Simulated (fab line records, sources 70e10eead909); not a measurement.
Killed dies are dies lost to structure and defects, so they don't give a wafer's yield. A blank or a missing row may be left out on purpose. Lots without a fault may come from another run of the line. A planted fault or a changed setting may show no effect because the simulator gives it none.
fab line records | flow nand_harc | part 1 of 2: steps 1 to 31 of 37
record lots=5 wafers=15 last_day=31
route steps=1302 shown A_CHANNEL_FILL_D2@637 A_STAIRCASE@639
lots that met no fault: from a run of the same line without faults
start_h: hours from the record's first day to the start of the lot's first wafer shown | wait_h: hours since the lot's step before | " the same as in the row above | L1.1+2: a row that stands for several wafers | - no value, or no start given | * or withheld: withheld | < > ~ a bound
route shown NAME@n: a module of which the file shows steps, and the number in the route of the first | usual: mean/standard deviation of fault-free wafers | same: alike in all rows | chamber/n: place in a boat | sites: the reading at each site | _std_site: their standard deviation | _edge_site: outer sites' mean less inner sites' | radius_mm: how far each site lies from the wafer's centre | mask NAME#n: copy n | behind: the tool/chamber that last shaped the wafer | hold: why the lot was held/for how many hours/how that ended | device: the transistor (n, p or np) that didn't switch | end of line: the same wafers' tests at the end of the route | a step without rows: its recipe alone | killed: dies lost to structure and defects at the first sort, not the wafer's yield | map: a wafer's dies, x killed, . not, _ none there
set.NAME: the setting as run; set.NAME@STEP: as run at that earlier step | model.NAME: the simulator's own value behind a step, which no gauge read
lots at some steps of the route; a table a step, a row a wafer
services: from which hour (start_h, from the record's first day; less than 0 if before it) a tool's chamber was out of use, for how many hours, and why
## steps
# step NHARC_A_CHANNEL_FILL_D2_RTA_24
# recipe temp_c=1000 time_s=5
# usual lamp_power_pct=27.6/1 lamp_zone_6_pct=27.6/1 wafer_temp_C_max=1008.3/1.4
# columns lot.wafer tool chamber start_h wait_h lamp_power_pct lamp_zone_6_pct wafer_temp_C_max
L081.3 rtp_anneal-02 0 417.23 0.1 28.7 28.6 1007.3
L081.5 " 0 " " 28.7 28.7 1008.1
L081.6 " 0 " " 28.7 28.7 1009.3
L086.1 rtp_anneal-01 0 460.29 0.0 26.7 26.7 1008.9
L086.2 " 0 " " 26.7 26.6 1007.9
L086.5 " 0 " " 26.7 26.6 1011.9
L085.2 rtp_anneal-02 0 460.29 0.1 28.7 28.7 1007.0
L085.4 " 0 " " 28.7 28.7 1008.4
L085.6 " 0 " " 28.7 28.6 1008.8
L091.1 rtp_anneal-01 0 512.33 0.0 26.6 26.6 1009.2
L091.4 " 0 " " 26.6 26.6 1008.3
L091.6 " 0 " " 26.7 26.6 1007.7
L090.3 rtp_anneal-02 0 518.01 0.2 28.8 28.6 1009.6
L090.4 " 0 " " 28.7 28.6 1011.0
L090.5 " 0 " " 28.8 28.7 1007.3
# step NHARC_A_CHANNEL_FILL_D2_INSPECT_13
# usual raw_defect_count=415/130
# columns lot.wafer tool chamber start_h wait_h raw_defect_count
L081.3 defect_inspect-01 - 417.37 0.1 397
L081.5 " - " " 628
L081.6 " - " " 561
L085.2 defect_inspect-02 - 460.46 0.1 315
L085.4 " - " " 415
L085.6 " - " " 340
L086.1 defect_inspect-01 - 460.49 0.2 364
L086.2 " - " " 503
L086.5 " - " " 468
L091.1 defect_inspect-01 - 512.52 0.2 706
L091.4 " - " " 503
L091.6 " - " " 543
L090.3 defect_inspect-01 - 518.27 0.2 379
L090.4 " - " " 584
L090.5 " - " " 534
# step NHARC_A_STAIRCASE_DEP_156
# recipe target_thk_a=500 temp_c=400 target_thk_nm=50 flow_sccm=200 rf_w=450 material=SiNx
# usual heater_power_w=682/64
# columns lot.wafer tool chamber start_h wait_h heater_power_w
L081.3 pecvd-03 1 417.88 0.5 694
L081.5 " 2 " " 662
L081.6 " 1 " " 686
L086.2 pecvd-03 1 460.69 0.2 681
L086.1 " 0 " " 810
L086.5 " 0 " " 828
L085.2 pecvd-02 0 460.74 0.3 630
L085.4 " 1 " " 776
L085.6 " 0 " " 642
L091.1 pecvd-01 2 512.65 0.1 558
L091.4 " 0 " " 682
L091.6 " 2 " " 570
L090.3 pecvd-02 2 518.36 0.1 735
L090.5 " 1 " " 663
L090.4 " 0 " " 596
# step NHARC_A_STAIRCASE_DEHYDRATE_158
# recipe temp_c=150 time_s=120
# columns lot.wafer tool chamber start_h wait_h
L081.3+5+6 litho_track-05 0 418.10 0.2
L085.2+4+6 litho_track-07 0 460.95 0.2
L086.1+2+5 litho_track-05 0 460.95 0.2
L091.1+4+6 litho_track-05 0 512.86 0.2
L090.3+4+5 litho_track-07 0 518.60 0.2
# step NHARC_A_STAIRCASE_HMDS_159
# recipe time_s=30
# columns lot.wafer tool chamber start_h wait_h
L081.3+5+6 litho_track-05 0 - -
L085.2+4+6 litho_track-07 0 - -
L086.1+2+5 litho_track-05 0 - -
L091.1+4+6 litho_track-05 0 - -
L090.3+4+5 litho_track-07 0 - -
# step NHARC_A_STAIRCASE_COAT_160
# recipe spin_rpm=1200
# columns lot.wafer tool chamber start_h wait_h
L081.3+5+6 litho_track-05 0 - -
L085.2+4+6 litho_track-07 0 - -
L086.1+2+5 litho_track-05 0 - -
L091.1+4+6 litho_track-05 0 - -
L090.3+4+5 litho_track-07 0 - -
# step NHARC_A_STAIRCASE_SOFTBAKE_161
# recipe temp_c=135 time_s=170
# columns lot.wafer tool chamber start_h wait_h
L081.3+5+6 litho_track-05 0 - -
L085.2+4+6 litho_track-07 0 - -
L086.1+2+5 litho_track-05 0 - -
L091.1+4+6 litho_track-05 0 - -
L090.3+4+5 litho_track-07 0 - -
# step NHARC_A_STAIRCASE_EBR_162
# columns lot.wafer tool chamber start_h wait_h
L081.3+5+6 litho_track-05 0 - -
L085.2+4+6 litho_track-07 0 - -
L086.1+2+5 litho_track-05 0 - -
L091.1+4+6 litho_track-05 0 - -
L090.3+4+5 litho_track-07 0 - -
# step NHARC_A_STAIRCASE_EXPOSE_163
# recipe na=0.5 dose_mj=20.01 mask_id=STAIR_OPEN
# columns lot.wafer tool chamber start_h wait_h mask
L081.3+5+6 krf_scanner-03 0 418.31 - STAIR_OPEN#0
L085.2+4+6 krf_scanner-03 0 461.29 - STAIR_OPEN#0
L086.1+2+5 krf_scanner-04 0 461.44 - STAIR_OPEN#0
L091.1+4+6 krf_scanner-02 0 513.20 - STAIR_OPEN#0
L090.3+4+5 krf_scanner-03 0 518.95 - STAIR_OPEN#0
# step NHARC_A_STAIRCASE_PEB_164
# recipe peb_temp_c=115 peb_time_s=130
# columns lot.wafer tool chamber start_h wait_h
L081.3+5+6 litho_track-07 0 418.37 0.1
L085.2+4+6 litho_track-05 0 461.35 0.1
L086.1+2+5 litho_track-02 0 461.51 0.1
L091.1+4+6 litho_track-02 0 513.26 0.1
L090.3+4+5 litho_track-07 0 519.00 0.1
# step NHARC_A_STAIRCASE_DEVELOP_165
# recipe time_s=140
# columns lot.wafer tool chamber start_h wait_h
L081.3+5+6 litho_track-07 0 - -
L085.2+4+6 litho_track-05 0 - -
L086.1+2+5 litho_track-02 0 - -
L091.1+4+6 litho_track-02 0 - -
L090.3+4+5 litho_track-07 0 - -
# step NHARC_A_STAIRCASE_HARDBAKE_167
# recipe temp_c=120 time_s=140
# columns lot.wafer tool chamber start_h wait_h
L081.3+5+6 litho_track-05 0 418.60 -
L085.2+4+6 litho_track-07 0 461.57 -
L086.1+2+5 litho_track-02 0 461.73 -
L091.1+4+6 litho_track-02 0 513.48 -
L090.3+4+5 litho_track-02 0 519.23 -
# step NHARC_A_STAIRCASE_DESCUM_168
# recipe time_s=3 o2_flow_sccm=200 ar_flow_sccm=0 bias_power_w=0 chemistry=O2
# usual drypump_motor_current_A=5.6/0.33 oes_product_au=0.999/0.0072 rf_vpp_V=57.7/0.86 showerhead_plenum_p_Torr=1.93/0.073 throttle_valve_pct=11.311/0.0089
# columns lot.wafer tool chamber start_h wait_h drypump_motor_current_A oes_product_au rf_hours_counter_h rf_vpp_V showerhead_plenum_p_Torr throttle_valve_pct
L081.3 rie_diel-08 1 418.68 - 6.0 0.982 15 58.5 2.07 11.311
L081.5 " 1 " " 6.0 0.995 - 58.4 2.07 11.320
L081.6 " 2 " " 5.4 1.003 - 55.1 1.83 11.287
L085.2 rie_diel-07 3 461.68 - 6.0 0.995 59 57.9 1.95 11.309
L085.4 " 0 " " 5.8 0.992 - 57.7 1.99 11.302
L085.6 " 3 " " 6.0 0.996 - 57.7 1.95 11.314
L086.2 rie_diel-04 0 461.83 - 5.8 0.983 28 56.9 1.91 11.307
L086.1 " 1 " " 4.8 1.008 27 58.8 1.82 11.313
L086.5 " 0 " " 5.9 0.992 - 57.5 1.91 11.315
L091.4 rie_diel-07 3 513.57 - 6.0 1.009 9 58.3 1.94 11.305
L091.1 " 0 " " 5.8 1.003 9 56.1 1.98 11.307
L091.6 " 0 " " 5.8 0.996 - 57.5 1.98 11.316
L090.4 rie_diel-07 3 519.36 - 6.0 0.997 11 56.9 1.94 11.305
L090.3 " 2 " " 5.6 0.995 12 58.3 1.89 11.324
L090.5 " 0 " " 5.7 0.996 - 58.8 1.98 11.307
# step NHARC_A_STAIRCASE_ETCH_169
# recipe target_depth_a=500 time_s=107.1 ion_energy_ev=120 ch3f_flow_sccm=50 o2_flow_sccm=30 ar_flow_sccm=200 rf_w=500 bias_w=100 chemistry=CH3F/O2
# usual drypump_motor_current_A=5.6/0.32 oes_product_au=0.960/0.015 rf_vpp_V=244.6/1.5 showerhead_plenum_p_Torr=2.48/0.09 throttle_valve_pct=20.663/0.0092
# columns lot.wafer tool chamber start_h wait_h drypump_motor_current_A oes_product_au rf_hours_counter_h rf_vpp_V showerhead_plenum_p_Torr throttle_valve_pct
L081.3 rie_diel-08 1 418.79 0.1 6.0 0.957 15 246.9 2.65 20.659
L081.5 " 2 " " 5.4 0.963 - 241.6 2.36 20.653
L081.6 " 3 " " 5.7 0.981 - 243.2 2.40 20.668
L085.2 rie_diel-07 3 461.77 0.1 6.0 0.960 59 245.5 2.50 20.667
L085.6 " 3 " " 6.0 0.957 - 245.7 2.50 20.655
L085.4 " 0 " " 5.7 0.957 - 245.7 2.55 20.670
L086.1 rie_diel-04 2 461.90 0.1 5.8 0.964 26 245.7 2.61 20.683
L086.2 " 0 " " 5.8 0.949 28 244.8 2.45 20.664
L086.5 " 3 " " 5.3 0.963 - 246.3 2.53 20.661
L091.1 rie_diel-07 0 513.65 0.1 5.8 0.961 9 245.8 2.54 20.663
L091.4 " 1 " " 5.5 0.972 11 243.6 2.40 20.656
L091.6 " 1 " " 5.5 0.973 - 243.8 2.40 20.651
L090.4 rie_diel-07 0 522.33 3.0 5.7 0.940 17 244.4 2.54 20.671
L090.3 " 1 " " 5.5 0.936 17 245.6 2.40 20.652
L090.5 " 0 " " 5.8 0.934 - 246.8 2.54 20.677
# step NHARC_A_STAIRCASE_ETCH_170
# recipe target_depth_a=2000 time_s=66.667 ion_energy_ev=250 c4f6_flow_sccm=25 o2_flow_sccm=20 ar_flow_sccm=500 rf_w=600 bias_w=500 chemistry=C4F6/O2
# usual drypump_motor_current_A=5.6/0.33 oes_product_au=0.975/0.011 rf_vpp_V=547.5/2.9 showerhead_plenum_p_Torr=3.95/0.14 throttle_valve_pct=26.903/0.0081
# columns lot.wafer tool chamber start_h wait_h drypump_motor_current_A oes_product_au rf_hours_counter_h rf_vpp_V showerhead_plenum_p_Torr throttle_valve_pct
L081.3 rie_diel-08 1 - - 6.0 0.970 15 551.9 4.22 26.907
L081.6 " 0 " " 5.3 0.995 - 551.7 4.14 26.902
L081.5 " 1 " " 6.0 0.972 - 553.4 4.22 26.892
L085.2 rie_diel-07 0 - - 5.8 0.978 56 548.0 4.06 26.909
L085.6 " 2 " " 5.6 0.968 - 547.5 3.89 26.905
L085.4 " 3 " " 6.1 0.980 - 548.4 3.98 26.904
L086.2 rie_diel-04 2 - - 5.8 0.992 27 549.9 4.15 26.921
L086.1 " 3 " " 5.3 0.992 28 547.9 4.02 26.899
L086.5 " 1 " " 4.8 0.997 - 543.9 3.75 26.898
L091.1 rie_diel-07 0 - - 5.8 0.966 9 548.6 4.05 26.899
L091.4 " 1 " " 5.5 0.972 11 546.0 3.84 26.907
L091.6 " 3 " " 6.1 0.970 - 547.6 3.97 26.896
L090.4 rie_diel-07 3 - - 6.0 0.970 14 548.2 3.97 26.904
L090.3 " 0 " " 5.8 0.961 17 550.1 4.05 26.904
L090.5 " 2 " " 5.6 0.965 - 546.3 3.88 26.900
# step NHARC_A_STAIRCASE_STRIP_171
# recipe power_w=1500 temp_c=250 chemistry=O2
# usual drypump_motor_current_A=5.56/0.3 heater_power_w=336/16
# columns lot.wafer tool chamber start_h wait_h drypump_motor_current_A heater_power_w rf_hours_counter_h
L081.3 plasma_asher-01 0 419.14 - 5.36 334 -
L081.5 " 1 " " 5.08 340 -
L081.6 " 0 " " 5.36 358 -
L085.2 plasma_asher-02 0 462.07 - 5.75 310 6
L085.4 " 0 " " 5.76 322 -
L085.6 " 1 " " 5.81 338 -
L086.1 plasma_asher-01 1 462.27 - 5.12 338 25
L086.2 " 0 " " 5.35 352 25
L086.5 " 1 " " 5.11 341 -
L091.1 plasma_asher-02 0 513.89 - 5.77 314 16
L091.4 " 1 " " 5.84 337 -
L091.6 " 1 " " 5.81 328 -
L090.3 plasma_asher-02 0 524.90 - 5.74 320 -
L090.4 " 1 " " 5.86 339 -
L090.5 " 1 " " 5.85 338 -
# step NHARC_A_STAIRCASE_STRIP_172
# recipe time_s=900 temp_c=130 chemistry=SPM
# columns lot.wafer tool chamber start_h wait_h
L081.6+3+5 wet_bench-06 2,3,6 419.35 0.1
L085.6+4+2 wet_bench-06 4,6,7 462.39 0.1
L086.2+1+5 wet_bench-02 4,6,0 462.64 0.3
L091.6+4+1 wet_bench-02 3,5,7 514.24 0.1
L090.5+3+4 wet_bench-07 5,1,2 525.16 0.1
# step NHARC_A_STAIRCASE_PRECLEAN_173
# recipe time_s=* temp_c=50 bath_age_min=0 chemistry=SC1
# columns lot.wafer tool chamber start_h wait_h
L081.6+3+5 wet_bench-06 2,3,6 - -
L085.6+4+2 wet_bench-06 4,6,7 - -
L086.2+1+5 wet_bench-02 4,6,0 - -
L091.6+4+1 wet_bench-02 3,5,7 - -
L090.5+3+4 wet_bench-07 5,1,2 - -
# step NHARC_A_STAIRCASE_SRD_174
# columns lot.wafer tool chamber start_h wait_h
L081.6+3+5 wet_bench-06 2,3,6 - -
L085.6+4+2 wet_bench-06 4,6,7 - -
L086.2+1+5 wet_bench-02 4,6,0 - -
L091.6+4+1 wet_bench-02 3,5,7 - -
L090.5+3+4 wet_bench-07 5,1,2 - -
# step NHARC_A_STAIRCASE_DEHYDRATE_01
# recipe temp_c=150 time_s=120
# columns lot.wafer tool chamber start_h wait_h
L081.3+5+6 litho_track-07 0 419.81 -
L085.2+4+6 litho_track-07 0 462.83 -
L086.1+2+5 litho_track-02 0 463.18 -
L091.1+4+6 litho_track-07 0 514.69 -
L090.3+4+5 litho_track-07 0 525.61 -
# step NHARC_A_STAIRCASE_HMDS_02
# recipe time_s=30
# columns lot.wafer tool chamber start_h wait_h
L081.3+5+6 litho_track-07 0 - -
L085.2+4+6 litho_track-07 0 - -
L086.1+2+5 litho_track-02 0 - -
L091.1+4+6 litho_track-07 0 - -
L090.3+4+5 litho_track-07 0 - -
# step NHARC_A_STAIRCASE_COAT_03
# recipe spin_rpm=1200
# columns lot.wafer tool chamber start_h wait_h
L081.3+5+6 litho_track-07 0 - -
L085.2+4+6 litho_track-07 0 - -
L086.1+2+5 litho_track-02 0 - -
L091.1+4+6 litho_track-07 0 - -
L090.3+4+5 litho_track-07 0 - -
# step NHARC_A_STAIRCASE_SOFTBAKE_04
# recipe temp_c=135 time_s=170
# columns lot.wafer tool chamber start_h wait_h
L081.3+5+6 litho_track-07 0 - -
L085.2+4+6 litho_track-07 0 - -
L086.1+2+5 litho_track-02 0 - -
L091.1+4+6 litho_track-07 0 - -
L090.3+4+5 litho_track-07 0 - -
# step NHARC_A_STAIRCASE_EBR_05
# columns lot.wafer tool chamber start_h wait_h
L081.3+5+6 litho_track-07 0 - -
L085.2+4+6 litho_track-07 0 - -
L086.1+2+5 litho_track-02 0 - -
L091.1+4+6 litho_track-07 0 - -
L090.3+4+5 litho_track-07 0 - -
# step NHARC_A_STAIRCASE_EXPOSE_06
# recipe na=0.5 dose_mj=25.43 mask_id=STAIR
# columns lot.wafer tool chamber start_h wait_h mask
L081.3+5+6 krf_scanner-04 0 420.15 - STAIR#0
L085.2+4+6 krf_scanner-02 0 463.16 - STAIR#0
L086.1+2+5 krf_scanner-04 0 463.51 - STAIR#0
L091.1+4+6 krf_scanner-03 0 515.02 - STAIR#0
L090.3+4+5 krf_scanner-02 0 525.96 - STAIR#0
# step NHARC_A_STAIRCASE_PEB_07
# recipe peb_temp_c=115 peb_time_s=130
# columns lot.wafer tool chamber start_h wait_h
L081.3+5+6 litho_track-07 0 420.21 0.1
L085.2+4+6 litho_track-07 0 463.22 0.1
L086.1+2+5 litho_track-02 0 463.58 0.1
L091.1+4+6 litho_track-05 0 515.09 0.1
L090.3+4+5 litho_track-02 0 526.01 0.0
# step NHARC_A_STAIRCASE_DEVELOP_08
# recipe time_s=140
# columns lot.wafer tool chamber start_h wait_h
L081.3+5+6 litho_track-07 0 - -
L085.2+4+6 litho_track-07 0 - -
L086.1+2+5 litho_track-02 0 - -
L091.1+4+6 litho_track-05 0 - -
L090.3+4+5 litho_track-02 0 - -
# step NHARC_A_STAIRCASE_HARDBAKE_10
# recipe temp_c=120 time_s=140
# columns lot.wafer tool chamber start_h wait_h
L081.3+5+6 litho_track-02 0 420.44 -
L085.2+4+6 litho_track-05 0 463.45 -
L086.1+2+5 litho_track-05 0 463.79 -
L091.1+4+6 litho_track-02 0 515.30 -
L090.3+4+5 litho_track-07 0 526.24 -
# step NHARC_A_STAIRCASE_DESCUM_11
# recipe time_s=3 o2_flow_sccm=200 ar_flow_sccm=0 bias_power_w=0 chemistry=O2
# usual drypump_motor_current_A=5.6/0.33 oes_product_au=1.000/0.0078 rf_vpp_V=57.8/0.85 showerhead_plenum_p_Torr=1.93/0.078 throttle_valve_pct=11.311/0.0093
# columns lot.wafer tool chamber start_h wait_h drypump_motor_current_A oes_product_au rf_hours_counter_h rf_vpp_V showerhead_plenum_p_Torr throttle_valve_pct
L081.3 rie_diel-07 2 420.52 - 5.6 0.996 40 58.6 1.90 11.301
L081.6 " 2 " " 5.6 1.003 - 57.5 1.90 11.305
L081.5 " 3 " " 6.0 1.002 - 56.9 1.95 11.330
L085.2 rie_diel-04 3 463.72 - 5.3 1.001 28 58.0 1.97 11.315
L085.4 " 0 " " 5.8 0.984 29 57.4 1.91 11.322
L085.6 " 2 " " 5.8 0.998 - 58.3 2.04 11.311
L086.1 rie_diel-08 3 463.89 - 5.7 1.003 28 57.3 1.86 11.302
L086.2 " 0 " " 5.3 1.005 28 57.8 2.03 11.308
L086.5 " 3 " " 5.7 1.008 - 56.9 1.86 11.304
L091.4 rie_diel-08 1 515.40 - 6.0 0.985 42 58.1 2.06 11.311
L091.1 " 3 " " 5.7 0.991 47 55.7 1.86 11.313
L091.6 " 0 " " 5.3 0.998 - 58.4 2.02 11.312
L090.4 rie_diel-04 0 526.33 - 5.8 0.989 48 59.1 1.90 11.322
L090.3 " 2 " " 5.8 0.996 50 58.1 2.03 11.321
L090.5 " 0 " " 5.8 0.989 - 58.2 1.90 11.300
# step NHARC_A_STAIRCASE_TRIM_12
# recipe time_s=211.2 o2_flow_sccm=500 ar_flow_sccm=0 bias_w=0 chemistry=O2
# usual drypump_motor_current_A=5.6/0.34 oes_product_au=1.000/0.0082 rf_vpp_V=57.8/0.96 showerhead_plenum_p_Torr=3.55/0.14 throttle_valve_pct=17.036/0.008
# columns lot.wafer tool chamber start_h wait_h drypump_motor_current_A oes_product_au rf_hours_counter_h rf_vpp_V showerhead_plenum_p_Torr throttle_valve_pct
L081.3 rie_diel-07 0 420.63 0.1 5.8 1.009 37 58.2 3.67 17.027
L081.5 " 2 " " 5.6 0.989 - 57.2 3.50 17.027
L081.6 " 3 " " 6.0 1.007 - 57.2 3.59 17.027
L086.1 rie_diel-08 2 463.98 0.1 5.4 1.011 26 57.6 3.38 17.036
L086.2 " 3 " " 5.7 0.996 28 56.6 3.44 17.041
L086.5 " 1 " " 6.0 1.008 - 59.5 3.79 17.033
L085.2 rie_diel-04 0 464.13 0.4 5.8 1.006 29 57.1 3.52 17.037
L085.4 " 2 " " 5.8 1.003 28 57.7 3.74 17.039
L085.6 " 0 " " 5.8 0.997 - 58.7 3.52 17.038
L091.1 rie_diel-08 1 515.48 0.1 6.0 0.999 42 59.7 3.78 17.032
L091.4 " 2 " " 5.4 1.012 44 55.8 3.37 17.026
L091.6 " 1 " " 6.0 1.004 - 58.0 3.78 17.034
L090.3 rie_diel-04 2 526.41 0.1 5.8 1.002 50 59.0 3.73 17.034
L090.4 " 0 " " 5.8 0.985 48 58.1 3.51 17.021
L090.5 " 2 " " 5.8 1.011 - 58.2 3.73 17.031
# step NHARC_A_STAIRCASE_ETCH_13
# recipe target_depth_a=1000 time_s=40.5 ion_energy_ev=400 c4f8_flow_sccm=20 o2_flow_sccm=10 ar_flow_sccm=withheld rf_w=600 bias_w=1000 chemistry=C4F8/O2
# usual oes_product_au=0.940/0.014 rf_vpp_V=897/5.1
# columns lot.wafer tool chamber start_h wait_h oes_product_au rf_hours_counter_h rf_vpp_V
L081.3 rie_diel-07 0 - - 0.960 37 901
L081.6 " 1 " " 0.971 - 895
L081.5 " 2 " " 0.936 - 895
L086.2 rie_diel-08 1 - - 0.942 27 906
L086.1 " 2 " " 0.955 26 891
L086.5 " 1 " " 0.949 - 905
L085.2 rie_diel-04 2 - - 0.920 28 904
L085.4 " 1 " " 0.935 28 889
L085.6 " 3 " " 0.933 - 900
L091.1 rie_diel-08 0 - - 0.934 43 903
L091.4 " 1 " " 0.919 42 905
L091.6 " 0 " " 0.945 - 903
L090.4 rie_diel-04 0 - - 0.945 48 894
L090.3 " 1 " " 0.963 49 890
L090.5 " 0 " " 0.958 - 896
